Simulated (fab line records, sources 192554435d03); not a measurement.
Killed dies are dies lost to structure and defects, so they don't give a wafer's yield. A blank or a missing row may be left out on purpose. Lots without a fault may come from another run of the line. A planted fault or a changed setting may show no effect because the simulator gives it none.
Which tool did it? | flow n5_finfet | 24 lots, 72 wafers sampled, at 6 steps of a route of 1938

WHAT THE GAUGES READ, wafer by wafer
N5_BEOL_M8_CD_MEAS_18: pitch 80 nm, target cd 40 nm. Usual: cd_nm 39.6 nm, standard deviation 0.81.
lot  | measured     | on        | cd_nm (nm)     | flag
L074 | day 12 13:29 | cd_sem-02 | 41.5 39.4 40.3 |
L077 | day 13 05:37 | cd_sem-03 | 40.2 40.3 38.9 |
L075 | day 13 13:50 | cd_sem-03 | 38.9 39.0 38.9 |
L076 | day 13 16:44 | cd_sem-01 | 40.2 39.4 39.9 |
L080 | day 13 21:14 | cd_sem-03 | 40.2 40.3 40.1 |
L078 | day 14 02:05 | cd_sem-01 | 39.2 39.2 38.6 |
L082 | day 14 06:18 | cd_sem-03 | 38.7 38.5 38.6 |
L079 | day 14 09:54 | cd_sem-03 | 39.8 40.4 39.7 |
L086 | day 15 00:20 | cd_sem-02 | 40.6 41.5 40.2 |
L081 | day 15 08:57 | cd_sem-03 | 39.0 39.3 39.5 |
L084 | day 15 16:45 | cd_sem-03 | 39.6 38.1 39.7 |
L083 | day 15 19:00 | cd_sem-02 | 37.9 38.3 39.9 |
L085 | day 16 09:43 | cd_sem-02 | 40.7 39.7 39.8 |
L090 | day 16 18:32 | cd_sem-03 | 38.7 39.8 39.6 |
L089 | day 17 05:44 | cd_sem-02 | 39.1 41.0 39.4 |
L088 | day 17 06:00 | cd_sem-02 | 39.8 39.6 40.9 |
L087 | day 17 09:16 | cd_sem-03 | 39.1 39.9 38.9 |
L091 | day 17 12:38 | cd_sem-03 | 38.3 38.9 38.5 |
L092 | day 17 12:49 | cd_sem-02 | 39.8 39.4 39.5 |
L094 | day 17 17:26 | cd_sem-02 | 38.7 39.0 38.6 |
L096 | day 17 17:43 | cd_sem-03 | 39.7 39.4 40.2 |
L093 | day 18 16:18 | cd_sem-03 | 39.2 39.3 39.7 |
L095 | day 18 16:38 | cd_sem-01 | 39.7 39.5 39.6 |
L097 | day 19 02:28 | cd_sem-01 | 38.8 39.3 40.2 |

N5_BEOL_M8_CD_MEAS_28: target cd 40 nm. Usual: cd_nm 40.01 nm, standard deviation 0.25.
lot  | measured     | on        | cd_nm (nm)        | flag
L074 | day 12 14:53 | cd_sem-02 | 39.77 40.05 39.64 |
L077 | day 13 05:58 | cd_sem-01 | 40.10 40.01 39.61 |
L075 | day 13 15:19 | cd_sem-01 | 40.15 40.12 40.16 |
L076 | day 13 18:58 | cd_sem-03 | 39.50 39.94 40.13 |
L080 | day 14 00:19 | cd_sem-03 | 40.26 39.97 40.03 |
L078 | day 14 04:01 | cd_sem-01 | 39.96 39.98 39.60 |
L082 | day 14 09:23 | cd_sem-01 | 40.01 40.30 39.49 |
L079 | day 14 12:56 | cd_sem-02 | 40.52 39.78 40.53 |
L086 | day 15 00:52 | cd_sem-03 | 40.19 40.12 39.73 |
L081 | day 15 09:51 | cd_sem-02 | 40.15 40.07 40.05 |
L084 | day 15 17:12 | cd_sem-02 | 40.40 39.91 40.09 |
L083 | day 15 19:22 | cd_sem-03 | 40.05 40.26 40.26 |
L085 | day 16 12:50 | cd_sem-02 | 40.12 39.78 40.04 |
L090 | day 16 20:13 | cd_sem-02 | 40.15 39.91 40.25 |
L089 | day 17 07:44 | cd_sem-02 | 40.08 39.83 40.18 |
L088 | day 17 07:38 | cd_sem-03 | 40.19 39.95 39.58 |
L087 | day 17 10:38 | cd_sem-03 | 39.94 40.28 40.21 |
L091 | day 17 15:52 | cd_sem-02 | 39.77 40.45 39.84 |
L092 | day 17 16:10 | cd_sem-02 | 40.26 40.33 40.48 |
L094 | day 17 18:56 | cd_sem-01 | 40.04 39.91 40.00 |
L096 | day 17 19:20 | cd_sem-03 | 40.11 39.72 40.00 |
L093 | day 18 16:37 | cd_sem-02 | 40.24 40.15 39.75 |
L095 | day 18 16:57 | cd_sem-01 | 39.96 39.66 39.58 |
L097 | day 19 02:59 | cd_sem-03 | 39.96 39.96 40.46 |

N5_BEOL_M9_INSPECT_13: inspects for defects (brightfield). Usual: raw_defect_count 408, standard deviation 92.
lot  | measured     | on                | raw_defect_count | flag
L074 | day 12 20:18 | defect_inspect-02 | 512 419 431      |
L077 | day 13 11:59 | defect_inspect-02 | 296 261 270      |
L075 | day 13 20:25 | defect_inspect-01 | 430 541 496      |
L076 | day 14 01:47 | defect_inspect-02 | 471 453 515      |
L080 | day 14 08:55 | defect_inspect-01 | 526 745 485      |
L078 | day 14 09:32 | defect_inspect-02 | 541 432 356      |
L082 | day 14 14:28 | defect_inspect-02 | 425 448 419      |
L079 | day 14 19:08 | defect_inspect-02 | 296 585 428      |
L086 | day 15 09:26 | defect_inspect-02 | 523 370 403      |
L081 | day 16 04:26 | defect_inspect-02 | 523 488 522      |
L084 | day 16 08:58 | defect_inspect-01 | 357 469 428      |
L083 | day 16 09:22 | defect_inspect-01 | 296 316 322      |
L085 | day 16 21:44 | defect_inspect-01 | 503 405 356      |
L090 | day 17 01:20 | defect_inspect-02 | 416 425 405      |
L089 | day 17 12:28 | defect_inspect-01 | 248 362 407      |
L088 | day 17 12:17 | defect_inspect-01 | 397 338 385      |
L087 | day 17 16:46 | defect_inspect-02 | 443 318 384      |
L091 | day 17 20:50 | defect_inspect-01 | 470 429 301      |
L092 | day 17 22:52 | defect_inspect-02 | 444 513 472      |
L094 | day 18 01:57 | defect_inspect-02 | 489 343 323      |
L096 | day 18 02:15 | defect_inspect-01 | 417 413 315      |
L093 | day 19 01:00 | defect_inspect-02 | 232 305 270      |
L095 | day 19 01:42 | defect_inspect-02 | 366 447 336      |
L097 | day 19 08:51 | defect_inspect-01 | 399 349 377      |

N5_BEOL_M9_CD_MEAS_18: pitch 140 nm, target cd 70 nm. Usual: cd_nm 69.8 nm, standard deviation 0.77.
lot  | measured     | on        | cd_nm (nm)     | flag
L074 | day 12 20:47 | cd_sem-01 | 69.7 68.9 69.8 |
L077 | day 13 12:53 | cd_sem-01 | 70.1 68.9 71.4 |
L075 | day 13 20:54 | cd_sem-03 | 69.2 69.0 69.1 |
L076 | day 14 02:17 | cd_sem-03 | 70.3 69.8 71.4 |
L080 | day 14 09:25 | cd_sem-02 | 69.7 69.4 69.6 |
L078 | day 14 10:18 | cd_sem-02 | 68.5 69.2 69.3 |
L082 | day 14 14:57 | cd_sem-03 | 69.0 69.8 70.0 |
L079 | day 14 19:38 | cd_sem-03 | 69.1 68.6 70.7 |
L086 | day 15 10:10 | cd_sem-02 | 71.0 70.5 68.7 |
L081 | day 16 04:56 | cd_sem-02 | 70.6 70.0 69.3 |
L084 | day 16 09:26 | cd_sem-02 | 70.3 71.1 70.2 |
L083 | day 16 09:52 | cd_sem-02 | 69.9 70.5 69.7 |
L085 | day 16 22:14 | cd_sem-02 | 69.1 69.3 70.4 |
L090 | day 17 01:53 | cd_sem-03 | 70.4 69.3 69.0 |
L089 | day 17 13:01 | cd_sem-03 | 69.4 71.9 69.4 |
L088 | day 17 12:46 | cd_sem-03 | 70.3 69.3 69.9 |
L087 | day 17 17:16 | cd_sem-01 | 70.3 69.9 70.2 |
L091 | day 17 21:25 | cd_sem-03 | 69.6 69.1 69.7 |
L092 | day 17 23:22 | cd_sem-01 | 69.1 71.6 69.8 |
L094 | day 18 02:38 | cd_sem-03 | 70.7 71.0 69.4 |
L096 | day 18 02:56 | cd_sem-03 | 69.5 68.5 70.7 |
L093 | day 19 01:52 | cd_sem-02 | 69.3 68.9 70.2 |
L095 | day 19 02:25 | cd_sem-01 | 70.7 70.3 69.4 |
L097 | day 19 09:20 | cd_sem-01 | 70.3 69.6 70.7 |

WHICH TOOL RAN EACH LOT (tool, then ch and the chambers of the sampled wafers, then the start)
lot  | N5_BEOL_M8_ETCH_41                            | N5_BEOL_M8_SPUTTER_48
L074 | rie_diel-04 ch 0,2,3, day 12 16:41 or earlier | pvd_sputter-02, day 12 16:41
L077 | rie_diel-03 ch 1,2, day 13 08:59 or earlier   | pvd_sputter-02, day 13 08:59
L075 | rie_diel-03 ch 1,2,3, day 13 17:13 or earlier | pvd_sputter-02, day 13 17:13
L076 | rie_diel-04 ch 1,3, day 13 21:26 or earlier   | pvd_sputter-03, day 13 21:26
L080 | rie_diel-03 ch 1,2, day 14 04:28 or earlier   | pvd_sputter-02, day 14 04:28
L078 | rie_diel-03 ch 1,2, day 14 06:21 or earlier   | pvd_sputter-02, day 14 06:21
L082 | rie_diel-03 ch 1,3, day 14 11:08 or earlier   | pvd_sputter-02, day 14 11:08
L079 | rie_diel-03 ch 1,2,3, day 14 16:31 or earlier | pvd_sputter-03, day 14 16:31
L086 | rie_diel-04 ch 0,2,3, day 15 04:15 or earlier | pvd_sputter-01, day 15 04:15
L081 | rie_diel-03 ch 1,2,3, day 15 21:58 or earlier | pvd_sputter-02, day 15 21:58
L084 | rie_diel-01 ch 2,3, day 16 01:07 or earlier   | pvd_sputter-01, day 16 01:07
L083 | rie_diel-03 ch 0,2, day 16 02:27 or earlier   | pvd_sputter-03, day 16 02:27
L085 | rie_diel-03 ch 0,1,3, day 16 16:47 or earlier | pvd_sputter-01, day 16 16:47
L090 | rie_diel-03 ch 1,3, day 16 22:15 or earlier   | pvd_sputter-03, day 16 22:15
L089 | rie_diel-01 ch 0,1,2, day 17 09:41 or earlier | pvd_sputter-01, day 17 09:41
L088 | rie_diel-03 ch 0,3, day 17 09:17 or earlier   | pvd_sputter-02, day 17 09:17
L087 | rie_diel-03 ch 0,1, day 17 12:54 or earlier   | pvd_sputter-02, day 17 12:54
L091 | rie_diel-03 ch 0,1,3, day 17 17:53 or earlier | pvd_sputter-01, day 17 17:53
L092 | rie_diel-03 ch 1,3, day 17 19:05 or earlier   | pvd_sputter-02, day 17 19:05
L094 | rie_diel-01 ch 0,2,3, day 17 21:32 or earlier | pvd_sputter-03, day 17 21:32
L096 | rie_diel-03 ch 0,1,3, day 17 21:55 or earlier | pvd_sputter-03, day 17 21:55
L093 | rie_diel-03 ch 0,3, day 18 20:14 or earlier   | pvd_sputter-01, day 18 20:14
L095 | rie_diel-03 ch 0,3, day 18 21:04 or earlier   | pvd_sputter-03, day 18 21:04
L097 | rie_diel-04 ch 0,1, day 19 05:16 or earlier   | pvd_sputter-02, day 19 05:16
- N5_BEOL_M8_ETCH_41: etches SiCN in CH3F/O2, target depth 31.9 nm, time 57.8 s.
- N5_BEOL_M8_SPUTTER_48: material Cu, target thk 10 nm, time 1.667 s.

WHAT THE TOOLS THEMSELVES READ (means of the sampled wafers that have a number; where no wafer has one, the mark that the record gives instead)
N5_BEOL_M8_ETCH_41. Usual: chamber_pressure_mTorr 29.998 mTorr, standard deviation 0.027; drypump_motor_current_A 5.70 A, standard deviation 0.18; oes_product_au 0.77 a.u., standard deviation 0.086; rf_vpp_V 296.6 V, standard deviation 1.6; showerhead_plenum_p_Torr 1.96 Torr, standard deviation 0.059; throttle_valve_pct 16.39 %, standard deviation 0.25.
lot  | tool        | chamber_pressure_mTorr (mTorr) | drypump_motor_current_A (A) | oes_product_au (a.u.) | rf_vpp_V (V) | showerhead_plenum_p_Torr (Torr) | throttle_valve_pct (%) | flag
L074 | rie_diel-04 | 29.994                         | 5.51                        | 0.84                  | 298.4        | 2.01                            | 16.34                  |
L077 | rie_diel-03 | 30.010                         | 5.83                        | 0.74                  | 296.5        | 1.97                            | 16.55                  |
L075 | rie_diel-03 | 29.991                         | 5.81                        | 0.74                  | 296.9        | 1.97                            | 16.47                  |
L076 | rie_diel-04 | 30.001                         | 5.44                        | 0.76                  | 297.7        | 2.00                            | 16.43                  |
L080 | rie_diel-03 | 30.018                         | 5.83                        | 0.73                  | 295.7        | 1.97                            | 16.56                  |
L078 | rie_diel-03 | 30.017                         | 5.88                        | 0.70                  | 297.2        | 2.01                            | 16.52                  |
L082 | rie_diel-03 | 30.030                         | 5.70                        | 0.75                  | 295.7        | 1.91                            | 16.44                  |
L079 | rie_diel-03 | 30.003                         | 5.80                        | 0.71                  | 296.9        | 1.96                            | 16.49                  |
L086 | rie_diel-04 | 30.000                         | 5.51                        | 0.82                  | 297.3        | 2.01                            | 16.37                  |
L081 | rie_diel-03 | 29.992                         | 5.80                        | 0.72                  | 295.6        | 1.96                            | 16.50                  |
L084 | rie_diel-01 | 30.018                         | 5.70                        | 0.75                  | 296.8        | 1.97                            | 16.52                  |
L083 | rie_diel-03 | 30.002                         | 5.82                        | 0.76                  | 298.6        | 2.02                            | 16.34                  |
L085 | rie_diel-03 | 29.976                         | 5.64                        | 0.79                  | 295.9        | 1.92                            | 16.34                  |
L090 | rie_diel-03 | 29.990                         | 5.69                        | 0.73                  | 294.5        | 1.90                            | 16.49                  |
L089 | rie_diel-01 | 29.946                         | 5.64                        | 0.74                  | 296.8        | 1.99                            | 16.57                  |
L088 | rie_diel-03 | 29.994                         | 5.61                        | 0.79                  | 295.0        | 1.92                            | 16.27                  |
L087 | rie_diel-03 | 30.008                         | 5.68                        | 0.79                  | 296.5        | 1.93                            | 16.44                  |
L091 | rie_diel-03 | 29.992                         | 5.66                        | 0.78                  | 295.6        | 1.92                            | 16.36                  |
L092 | rie_diel-03 | 30.019                         | 5.73                        | 0.72                  | 295.0        | 1.91                            | 16.59                  |
L094 | rie_diel-01 | 29.984                         | 5.73                        | 0.76                  | 296.8        | 1.94                            | 16.40                  |
L096 | rie_diel-03 | 30.003                         | 5.64                        | 0.78                  | 296.3        | 1.92                            | 16.37                  |
L093 | rie_diel-03 | 30.034                         | 5.58                        | 0.82                  | 295.3        | 1.93                            | 16.16                  |
L095 | rie_diel-03 | 29.974                         | 5.60                        | 0.76                  | 296.3        | 1.92                            | 16.30                  |
L097 | rie_diel-04 | 29.968                         | 5.85                        | 0.81                  | 296.6        | 1.92                            | 16.32                  |

N5_BEOL_M8_SPUTTER_48. Usual: bias_v 60.1 V, standard deviation 0.63; chuck_gas_flow_sccm 1.26 sccm, standard deviation 0.049; susceptor_temp_C -20.00 C, standard deviation 0.1; throttle_valve_pct 29.9 %, standard deviation 0.68.
lot  | tool           | bias_v (V) | chuck_gas_flow_sccm (sccm) | susceptor_temp_C (C) | throttle_valve_pct (%) | flag
L074 | pvd_sputter-02 | 60.1       | 1.31                       | -19.93               | 29.8                   |
L077 | pvd_sputter-02 | 59.9       | 1.26                       | -19.95               | 30.1                   |
L075 | pvd_sputter-02 | 59.7       | 1.22                       | -19.98               | 30.0                   |
L076 | pvd_sputter-03 | 60.5       | 1.19                       | -20.02               | 30.0                   |
L080 | pvd_sputter-02 | 59.6       | 1.24                       | -19.99               | 30.0                   |
L078 | pvd_sputter-02 | 60.5       | 1.25                       | -20.17               | 29.6                   |
L082 | pvd_sputter-02 | 60.2       | 1.23                       | -19.98               | 29.9                   |
L079 | pvd_sputter-03 | 60.2       | 1.20                       | -19.98               | 29.9                   |
L086 | pvd_sputter-01 | 59.8       | 1.33                       | -19.99               | 29.5                   |
L081 | pvd_sputter-02 | 60.3       | 1.27                       | -20.05               | 30.1                   |
L084 | pvd_sputter-01 | 60.0       | 1.22                       | -19.91               | 29.5                   |
L083 | pvd_sputter-03 | 60.1       | 1.26                       | -19.88               | 29.4                   |
L085 | pvd_sputter-01 | 60.2       | 1.23                       | -19.95               | 30.1                   |
L090 | pvd_sputter-03 | 60.7       | 1.19                       | -20.09               | 31.0                   |
L089 | pvd_sputter-01 | 60.9       | 1.25                       | -20.00               | 29.6                   |
L088 | pvd_sputter-02 | 59.8       | 1.27                       | -20.08               | 30.3                   |
L087 | pvd_sputter-02 | 59.9       | 1.30                       | -19.95               | 29.6                   |
L091 | pvd_sputter-01 | 59.9       | 1.27                       | -19.95               | 30.0                   |
L092 | pvd_sputter-02 | 60.4       | 1.30                       | -20.10               | 29.9                   |
L094 | pvd_sputter-03 | 59.7       | 1.21                       | -20.02               | 30.1                   |
L096 | pvd_sputter-03 | 60.4       | 1.25                       | -19.95               | 29.7                   |
L093 | pvd_sputter-01 | 59.7       | 1.28                       | -20.04               | 30.2                   |
L095 | pvd_sputter-03 | 59.3       | 1.30                       | -19.97               | 31.0                   |
L097 | pvd_sputter-02 | 60.8       | 1.25                       | -20.11               | 30.0                   |

THE ANSWER, worked out from the rows above alone
Rule: a lot is off if the mean of its wafers that have a number lies more than 3 standard deviations from the usual mean. A lot without any number at a reading at which 4 lots or more have one is off too. The other lots that the step has rows for count as sound. The gauges are gone through in route order, then the tools' own readings, and for those a lot's mean is taken as printed above. The first step at which some lot is off is used, and at that step the reading that is off furthest; a lot without a number counts as furthest.
No lot is off at any reading shown: from this, nothing can be told.

WHAT THE SIMULATOR HAD PUT IN
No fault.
